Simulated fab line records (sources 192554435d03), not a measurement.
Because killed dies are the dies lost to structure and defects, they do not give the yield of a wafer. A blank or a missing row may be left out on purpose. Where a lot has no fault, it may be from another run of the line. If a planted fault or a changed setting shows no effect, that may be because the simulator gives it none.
fab line records	flow n5Finfet
record: lots: 24	wafers: 72	lastDay: 17
route steps=1938 shown BEOL_M12@1614 BEOL_M13@1671
lots that met no fault: from a run of the same line without faults
startH: the number of hours between the record's first day and the start of the first shown wafer of the lot	waitH: how many hours have passed since the lot's step before this one	" unchanged from the row above	L1.1+2: a single row standing in for several wafers	- either no value or no given start	* or withheld: withheld	< > ~ a bound
route shown NAME@n: NAME is a module with steps in the file, n the number in the route of the first one	usual: mean/standard deviation of fault-free wafers	same: alike in all rows	chamber/n: place in a boat	sites: each site's reading	_std_site: the values' standard deviation	_edge_site: the outer-site mean with the inner-site mean subtracted	radiusMm: how far each site lies from the wafer's centre	mask NAME#n: copy n	behind: the most recent tool/chamber to have shaped the wafer	hold: why the lot was held/for how many hours/how that ended	device: transistor that didn't switch, given as n, p or np	end of line: the tests these same wafers got at the end of their route	a step without rows: its recipe alone	killed: not the wafer's yield, but the dies lost to structure and defects at the first sort	map: per-die view of a wafer (x killed, . not killed, _ where there is no die)
set.NAME: the setting that was run; set.NAME@STEP: the one run at that earlier step	model.NAME: the simulator's own value behind a step, which no gauge read
one table for each step of the route and one row for each wafer, over a sample of lots
== steps ==
step: N5_BEOL_M12_INSPECT_12
recipe: mode: adi	inspectInstrument: macro
usual: rawDefectCount: 2.0/1.4
lot.wafer	tool	chamber	startH	waitH	rawDefectCount
L074.2	defectInspect-02	-	226.87	0.0	4
L074.5	"	-	"	"	1
L074.6	"	-	"	"	1
L075.1	defectInspect-01	-	232.93	0.0	4
L075.2	"	-	"	"	4
L075.4	"	-	"	"	1
L076.1	defectInspect-01	-	245.68	0.0	2
L076.2	"	-	"	"	1
L076.4	"	-	"	"	3
L077.1	defectInspect-01	-	248.82	0.0	5
L077.4	"	-	"	"	1
L077.6	"	-	"	"	1
L078.1	defectInspect-02	-	253.38	0.0	0
L078.3	"	-	"	"	1
L078.5	"	-	"	"	3
L079.3	defectInspect-01	-	263.88	0.0	1
L079.4	"	-	"	"	1
L079.6	"	-	"	"	4
L080.1	defectInspect-01	-	270.46	0.0	3
L080.2	"	-	"	"	2
L080.6	"	-	"	"	0
L082.1	defectInspect-02	-	279.68	0.0	2
L082.3	"	-	"	"	1
L082.6	"	-	"	"	2
L081.3	defectInspect-01	-	279.76	0.0	3
L081.5	"	-	"	"	3
L081.6	"	-	"	"	1
L083.2	defectInspect-02	-	282.60	0.0	3
L083.5	"	-	"	"	2
L083.6	"	-	"	"	4
L085.2	defectInspect-02	-	299.12	0.0	4
L085.4	"	-	"	"	2
L085.5	"	-	"	"	1
L084.1	defectInspect-02	-	299.37	0.0	4
L084.2	"	-	"	"	1
L084.5	"	-	"	"	2
L086.1	defectInspect-02	-	310.09	0.0	1
L086.2	"	-	"	"	4
L086.6	"	-	"	"	2
L088.1	defectInspect-01	-	326.02	0.0	4
L088.4	"	-	"	"	3
L088.5	"	-	"	"	2
L087.1	defectInspect-01	-	326.54	0.0	2
L087.3	"	-	"	"	0
L087.4	"	-	"	"	2
L089.1	defectInspect-02	-	327.26	0.0	1
L089.2	"	-	"	"	0
L089.6	"	-	"	"	2
L091.2	defectInspect-01	-	332.41	0.0	1
L091.4	"	-	"	"	3
L091.5	"	-	"	"	0
L090.1	defectInspect-01	-	333.63	0.0	4
L090.3	"	-	"	"	1
L090.6	"	-	"	"	0
L092.2	defectInspect-02	-	339.85	0.0	3
L092.4	"	-	"	"	4
L092.5	"	-	"	"	1
L093.1	defectInspect-02	-	349.91	0.0	4
L093.4	"	-	"	"	0
L093.6	"	-	"	"	4
L094.3	defectInspect-02	-	362.74	0.0	0
L094.5	"	-	"	"	1
L094.6	"	-	"	"	4
L096.1	defectInspect-02	-	363.01	0.0	2
L096.4	"	-	"	"	0
L096.5	"	-	"	"	4
L095.3	defectInspect-02	-	366.27	0.0	2
L095.5	"	-	"	"	2
L095.6	"	-	"	"	1
L097.3	defectInspect-02	-	374.97	0.0	0
L097.4	"	-	"	"	1
L097.5	"	-	"	"	0
step: N5_BEOL_M12_CD_MEAS_28
recipe: targetCdNm: 160.2	landingEnergyEv: 500	detector: seInlens	polarity: opening
usual: cdNm: 160.7/1.6
lot.wafer	tool	chamber	startH	waitH	cdNm
L074.2	cdSem-03	0	227.78	-	165.4
L074.5	"	0	"	"	162.0
L074.6	"	0	"	"	160.8
L075.1	cdSem-02	0	233.79	-	159.4
L075.2	"	0	"	"	159.3
L075.4	"	0	"	"	161.0
L076.1	cdSem-01	0	246.69	-	158.6
L076.2	"	0	"	"	161.0
L076.4	"	0	"	"	159.0
L077.1	cdSem-02	0	249.92	-	162.8
L077.4	"	0	"	"	161.9
L077.6	"	0	"	"	160.1
L078.1	cdSem-01	0	255.91	-	161.4
L078.3	"	0	"	"	160.3
L078.5	"	0	"	"	161.6
L079.3	cdSem-02	0	265.39	-	160.0
L079.4	"	0	"	"	158.7
L079.6	"	0	"	"	158.8
L080.1	cdSem-02	0	271.45	-	160.7
L080.2	"	0	"	"	159.6
L080.6	"	0	"	"	162.3
L082.1	cdSem-01	0	280.54	-	160.3
L082.3	"	0	"	"	160.7
L082.6	"	0	"	"	159.7
L081.3	cdSem-01	0	280.64	-	160.6
L081.5	"	0	"	"	159.9
L081.6	"	0	"	"	161.9
L083.2	cdSem-01	0	283.58	-	164.5
L083.5	"	0	"	"	160.3
L083.6	"	0	"	"	159.3
L085.2	cdSem-02	0	300.15	-	161.7
L085.4	"	0	"	"	162.5
L085.5	"	0	"	"	159.9
L084.1	cdSem-02	0	300.41	-	161.1
L084.2	"	0	"	"	161.4
L084.5	"	0	"	"	161.8
L086.1	cdSem-01	0	310.95	-	162.4
L086.2	"	0	"	"	163.0
L086.6	"	0	"	"	159.4
L088.1	cdSem-01	0	327.00	-	160.7
L088.4	"	0	"	"	162.4
L088.5	"	0	"	"	159.5
L087.1	cdSem-02	0	327.52	-	158.9
L087.3	"	0	"	"	159.2
L087.4	"	0	"	"	159.9
L089.1	cdSem-01	0	328.37	-	159.9
L089.2	"	0	"	"	159.9
L089.6	"	0	"	"	159.0
L091.2	cdSem-02	0	333.28	-	162.0
L091.4	"	0	"	"	159.4
L091.5	"	0	"	"	162.9
L090.1	cdSem-01	0	334.64	-	158.9
L090.3	"	0	"	"	159.8
L090.6	"	0	"	"	159.3
L092.2	cdSem-02	0	340.99	-	159.8
L092.4	"	0	"	"	160.6
L092.5	"	0	"	"	160.8
L093.1	cdSem-03	0	351.03	-	164.3
L093.4	"	0	"	"	159.4
L093.6	"	0	"	"	162.1
L094.3	cdSem-01	0	363.64	-	159.0
L094.5	"	0	"	"	161.6
L094.6	"	0	"	"	160.7
L096.1	cdSem-02	0	363.89	-	164.1
L096.4	"	0	"	"	161.1
L096.5	"	0	"	"	158.6
L095.3	cdSem-02	0	367.25	-	161.5
L095.5	"	0	"	"	160.4
L095.6	"	0	"	"	161.8
L097.3	cdSem-02	0	375.95	-	158.9
L097.4	"	0	"	"	161.2
L097.5	"	0	"	"	161.8
step: N5_BEOL_M12_PRE_CLEAN_42
recipe: gas: H2/He	timeS: 30	tempC: 250
usual: heaterPowerW: 338/35
lot.wafer	tool	chamber	startH	waitH	heaterPowerW
L074.2	pvdSputter-01	-	229.98	0.0	403
L074.5	"	-	"	"	323
L074.6	"	-	"	"	325
L075.1	pvdSputter-01	-	237.87	0.0	377
L075.2	"	-	"	"	409
L075.4	"	-	"	"	329
L076.1	pvdSputter-02	-	249.46	0.0	315
L076.2	"	-	"	"	348
L076.4	"	-	"	"	295
L077.1	pvdSputter-01	-	254.25	0.0	325
L077.4	"	-	"	"	391
L077.6	"	-	"	"	395
L078.1	pvdSputter-03	-	258.89	0.0	316
L078.3	"	-	"	"	300
L078.5	"	-	"	"	358
L079.3	pvdSputter-02	-	269.14	0.0	358
L079.4	"	-	"	"	375
L079.6	"	-	"	"	361
L080.1	pvdSputter-03	-	277.85	0.0	301
L080.2	"	-	"	"	293
L080.6	"	-	"	"	357
L082.1	pvdSputter-03	-	281.87	0.0	346
L082.3	"	-	"	"	313
L082.6	"	-	"	"	293
L081.3	pvdSputter-01	-	281.98	0.0	380
L081.5	"	-	"	"	330
L081.6	"	-	"	"	323
L083.2	pvdSputter-03	-	286.03	0.0	290
L083.5	"	-	"	"	345
L083.6	"	-	"	"	309
L085.2	pvdSputter-01	-	303.70	0.0	316
L085.4	"	-	"	"	394
L085.5	"	-	"	"	329
L084.1	pvdSputter-03	-	305.98	0.0	359
L084.2	"	-	"	"	324
L084.5	"	-	"	"	349
L086.1	pvdSputter-02	-	316.05	0.0	380
L086.2	"	-	"	"	354
L086.6	"	-	"	"	373
L088.1	pvdSputter-03	-	328.67	0.0	303
L088.4	"	-	"	"	291
L088.5	"	-	"	"	353
L087.1	pvdSputter-02	-	329.12	0.0	353
L087.3	"	-	"	"	308
L087.4	"	-	"	"	301
L089.1	pvdSputter-01	-	331.47	0.0	405
L089.2	"	-	"	"	328
L089.6	"	-	"	"	331
L091.2	pvdSputter-02	-	335.25	0.0	384
L091.4	"	-	"	"	308
L091.5	"	-	"	"	346
L090.1	pvdSputter-03	-	337.04	0.0	302
L090.3	"	-	"	"	289
L090.6	"	-	"	"	343
L092.2	pvdSputter-01	-	344.23	0.0	392
L092.4	"	-	"	"	320
L092.5	"	-	"	"	378
L093.1	pvdSputter-01	-	353.06	0.0	323
L093.4	"	-	"	"	401
L093.6	"	-	"	"	318
L094.3	pvdSputter-03	-	364.71	0.0	289
L094.5	"	-	"	"	312
L094.6	"	-	"	"	305
L096.1	pvdSputter-01	-	369.94	0.0	397
L096.4	"	-	"	"	380
L096.5	"	-	"	"	318
L095.3	pvdSputter-02	-	370.58	0.0	375
L095.5	"	-	"	"	302
L095.6	"	-	"	"	289
L097.3	pvdSputter-01	-	376.95	0.0	406
L097.4	"	-	"	"	373
L097.5	"	-	"	"	381
step: N5_BEOL_M12_SPUTTER_44
recipe: material: Ta	targetThkA: 100	tempC: 50	biasV: 80	powerW: 15000	chamberPressurePa: 0.07	timeS: 16.13
usual: biasV: 79.9/0.75	cathodeDcPowerW: 15000/2.8	throttleValvePct: 30.3/1.1
lot.wafer	tool	chamber	startH	waitH	biasV	cathodeDcPowerW	throttleValvePct
L074.2	pvdSputter-01	-	230.11	0.0	79.5	14998	30.9
L074.5	"	-	"	"	80.4	15007	32.9
L074.6	"	-	"	"	79.1	15002	30.9
L075.1	pvdSputter-01	-	237.99	0.0	80.5	15002	30.7
L075.2	"	-	"	"	79.9	15002	30.4
L075.4	"	-	"	"	80.8	14995	33.3
L076.1	pvdSputter-02	-	249.58	0.0	79.6	15000	29.0
L076.2	"	-	"	"	80.0	15006	30.1
L076.4	"	-	"	"	79.4	15000	29.0
L077.1	pvdSputter-01	-	254.37	0.0	79.9	15002	33.3
L077.4	"	-	"	"	79.7	15003	30.6
L077.6	"	-	"	"	79.6	14998	30.7
L078.1	pvdSputter-03	-	259.01	0.0	79.2	15000	29.8
L078.3	"	-	"	"	79.5	14998	30.3
L078.5	"	-	"	"	80.3	15001	29.1
L079.3	pvdSputter-02	-	269.28	0.0	79.6	15001	29.9
L079.4	"	-	"	"	80.6	15002	30.3
L079.6	"	-	"	"	80.8	15009	30.0
L080.1	pvdSputter-03	-	277.97	0.0	79.1	15002	29.8
L080.2	"	-	"	"	80.2	15005	30.1
L080.6	"	-	"	"	79.6	15005	29.2
L082.1	pvdSputter-03	-	281.99	0.0	78.0	14997	29.4
L082.3	"	-	"	"	79.4	15000	30.1
L082.6	"	-	"	"	79.6	14999	30.3
L081.3	pvdSputter-01	-	282.10	0.0	79.8	14998	30.4
L081.5	"	-	"	"	79.3	15000	33.2
L081.6	"	-	"	"	79.5	14999	30.6
L083.2	pvdSputter-03	-	286.15	0.0	80.4	14996	29.7
L083.5	"	-	"	"	79.2	15004	29.1
L083.6	"	-	"	"	80.2	15001	30.3
L085.2	pvdSputter-01	-	303.82	0.0	80.2	14994	33.0
L085.4	"	-	"	"	79.5	15004	30.5
L085.5	"	-	"	"	81.1	15001	33.1
L084.1	pvdSputter-03	-	306.10	0.0	80.5	14996	29.2
L084.2	"	-	"	"	80.1	15002	30.6
L084.5	"	-	"	"	81.1	14999	29.0
L086.1	pvdSputter-02	-	316.17	0.0	79.9	14999	30.6
L086.2	"	-	"	"	80.2	15001	30.2
L086.6	"	-	"	"	79.2	14997	30.5
L088.1	pvdSputter-03	-	328.79	0.0	79.9	14995	29.5
L088.4	"	-	"	"	80.2	14995	30.1
L088.5	"	-	"	"	80.1	15001	29.1
L087.1	pvdSputter-02	-	329.24	0.0	80.8	15001	29.8
L087.3	"	-	"	"	80.1	14998	29.4
L087.4	"	-	"	"	80.0	14997	29.1
L089.1	pvdSputter-01	-	331.59	0.0	79.0	15002	30.8
L089.2	"	-	"	"	78.7	14996	32.9
L089.6	"	-	"	"	79.2	15002	30.8
L091.2	pvdSputter-02	-	335.37	0.0	79.6	14997	30.1
L091.4	"	-	"	"	80.1	15003	29.0
L091.5	"	-	"	"	79.7	15000	30.1
L090.1	pvdSputter-03	-	337.16	0.0	79.2	15001	29.4
L090.3	"	-	"	"	80.1	15001	30.3
L090.6	"	-	"	"	79.6	14995	28.9
L092.2	pvdSputter-01	-	344.36	0.0	82.0	14999	30.2
L092.4	"	-	"	"	81.1	14998	33.0
L092.5	"	-	"	"	80.2	15000	30.4
L093.1	pvdSputter-01	-	353.18	0.0	79.1	14998	32.8
L093.4	"	-	"	"	79.9	14997	30.7
L093.6	"	-	"	"	80.1	15001	33.2
L094.3	pvdSputter-03	-	364.83	0.0	79.6	14997	30.3
L094.5	"	-	"	"	78.5	14997	30.0
L094.6	"	-	"	"	79.6	15006	29.6
L096.1	pvdSputter-01	-	370.06	0.0	79.5	15004	30.8
L096.4	"	-	"	"	78.1	14997	30.3
L096.5	"	-	"	"	79.2	15000	30.8
L095.3	pvdSputter-02	-	370.70	0.0	79.6	14997	30.4
L095.5	"	-	"	"	79.8	15006	29.5
L095.6	"	-	"	"	79.4	15003	29.1
L097.3	pvdSputter-01	-	377.07	0.0	78.5	15001	30.8
L097.4	"	-	"	"	80.4	15001	30.5
L097.5	"	-	"	"	79.7	14998	30.6
step: N5_BEOL_M12_INSPECT_55
recipe: inspectInstrument: darkfield	mode: postDep
usual: rawDefectCount: 66/20
lot.wafer	tool	chamber	startH	waitH	rawDefectCount
L074.2	defectInspect-01	-	231.24	0.0	72
L074.5	"	-	"	"	57
L074.6	"	-	"	"	44
L075.1	defectInspect-02	-	239.29	0.0	127
L075.2	"	-	"	"	70
L075.4	"	-	"	"	82
L076.1	defectInspect-01	-	250.66	0.0	42
L076.2	"	-	"	"	76
L076.4	"	-	"	"	29
L077.1	defectInspect-01	-	255.45	0.0	32
L077.4	"	-	"	"	31
L077.6	"	-	"	"	59
L078.1	defectInspect-02	-	260.09	0.0	49
L078.3	"	-	"	"	50
L078.5	"	-	"	"	67
L079.3	defectInspect-01	-	270.38	0.0	49
L079.4	"	-	"	"	74
L079.6	"	-	"	"	75
L080.1	defectInspect-01	-	279.51	0.0	62
L080.2	"	-	"	"	55
L080.6	"	-	"	"	67
L082.1	defectInspect-01	-	283.08	0.0	68
L082.3	"	-	"	"	66
L082.6	"	-	"	"	45
L081.3	defectInspect-01	-	283.65	0.3	94
L081.5	"	-	"	"	43
L081.6	"	-	"	"	78
L083.2	defectInspect-02	-	287.72	0.0	90
L083.5	"	-	"	"	66
L083.6	"	-	"	"	79
L085.2	defectInspect-02	-	304.95	0.0	61
L085.4	"	-	"	"	107
L085.5	"	-	"	"	70
L084.1	defectInspect-02	-	307.18	0.0	52
L084.2	"	-	"	"	44
L084.5	"	-	"	"	36
L086.1	defectInspect-01	-	317.75	0.0	54
L086.2	"	-	"	"	49
L086.6	"	-	"	"	35
L088.1	defectInspect-02	-	329.87	0.0	51
L088.4	"	-	"	"	54
L088.5	"	-	"	"	43
L087.1	defectInspect-02	-	330.33	0.0	54
L087.3	"	-	"	"	58
L087.4	"	-	"	"	19
L089.1	defectInspect-01	-	332.68	0.0	63
L089.2	"	-	"	"	35
L089.6	"	-	"	"	46
L091.2	defectInspect-01	-	336.46	0.0	52
L091.4	"	-	"	"	86
L091.5	"	-	"	"	59
L090.1	defectInspect-01	-	338.24	0.0	67
L090.3	"	-	"	"	53
L090.6	"	-	"	"	65
L092.2	defectInspect-02	-	345.64	0.0	79
L092.4	"	-	"	"	59
L092.5	"	-	"	"	72
L093.1	defectInspect-01	-	354.70	0.0	66
L093.4	"	-	"	"	82
L093.6	"	-	"	"	66
L094.3	defectInspect-02	-	365.91	0.0	88
L094.5	"	-	"	"	83
L094.6	"	-	"	"	79
L096.1	defectInspect-02	-	371.23	0.0	58
L096.4	"	-	"	"	67
L096.5	"	-	"	"	45
L095.3	defectInspect-02	-	371.98	0.0	75
L095.5	"	-	"	"	73
L095.6	"	-	"	"	129
L097.3	defectInspect-02	-	378.18	0.0	89
L097.4	"	-	"	"	96
L097.5	"	-	"	"	94
step: N5_BEOL_M13_INSPECT_12
recipe: mode: adi	inspectInstrument: macro
usual: rawDefectCount: 2.1/1.5
lot.wafer	tool	chamber	startH	waitH	rawDefectCount
L074.2	defectInspect-01	-	231.79	0.0	5
L074.5	"	-	"	"	1
L074.6	"	-	"	"	0
L075.1	defectInspect-02	-	239.83	0.0	6
L075.2	"	-	"	"	0
L075.4	"	-	"	"	0
L076.1	defectInspect-01	-	251.33	0.0	3
L076.2	"	-	"	"	3
L076.4	"	-	"	"	1
L077.1	defectInspect-02	-	256.12	0.0	0
L077.4	"	-	"	"	2
L077.6	"	-	"	"	0
L078.1	defectInspect-02	-	260.64	0.0	6
L078.3	"	-	"	"	3
L078.5	"	-	"	"	1
L079.3	defectInspect-02	-	270.93	0.0	2
L079.4	"	-	"	"	0
L079.6	"	-	"	"	2
L080.1	defectInspect-02	-	280.19	0.0	4
L080.2	"	-	"	"	3
L080.6	"	-	"	"	1
L082.1	defectInspect-01	-	283.75	0.0	3
L082.3	"	-	"	"	5
L082.6	"	-	"	"	1
L081.3	defectInspect-01	-	284.20	0.0	1
L081.5	"	-	"	"	1
L081.6	"	-	"	"	4
L083.2	defectInspect-02	-	288.39	0.0	3
L083.5	"	-	"	"	5
L083.6	"	-	"	"	2
L085.2	defectInspect-01	-	305.63	0.0	2
L085.4	"	-	"	"	0
L085.5	"	-	"	"	2
L084.1	defectInspect-02	-	307.87	0.0	1
L084.2	"	-	"	"	1
L084.5	"	-	"	"	3
L086.1	defectInspect-02	-	318.30	0.0	2
L086.2	"	-	"	"	4
L086.6	"	-	"	"	2
L088.1	defectInspect-01	-	330.42	0.0	4
L088.4	"	-	"	"	1
L088.5	"	-	"	"	0
L087.1	defectInspect-02	-	331.00	0.0	2
L087.3	"	-	"	"	0
L087.4	"	-	"	"	4
L089.1	defectInspect-01	-	333.23	0.0	1
L089.2	"	-	"	"	1
L089.6	"	-	"	"	2
L091.2	defectInspect-02	-	337.00	0.0	2
L091.4	"	-	"	"	0
L091.5	"	-	"	"	2
L090.1	defectInspect-01	-	338.91	0.0	2
L090.3	"	-	"	"	2
L090.6	"	-	"	"	3
L092.2	defectInspect-02	-	346.31	0.0	2
L092.4	"	-	"	"	2
L092.5	"	-	"	"	2
L093.1	defectInspect-01	-	355.37	0.0	0
L093.4	"	-	"	"	1
L093.6	"	-	"	"	2
L094.3	defectInspect-01	-	366.64	0.0	3
L094.5	"	-	"	"	1
L094.6	"	-	"	"	4
L096.1	defectInspect-01	-	371.90	0.0	2
L096.4	"	-	"	"	1
L096.5	"	-	"	"	0
L095.3	defectInspect-01	-	372.53	0.0	3
L095.5	"	-	"	"	1
L095.6	"	-	"	"	2
L097.3	defectInspect-02	-	378.87	0.0	2
L097.4	"	-	"	"	0
L097.5	"	-	"	"	2
== key ==
fault none
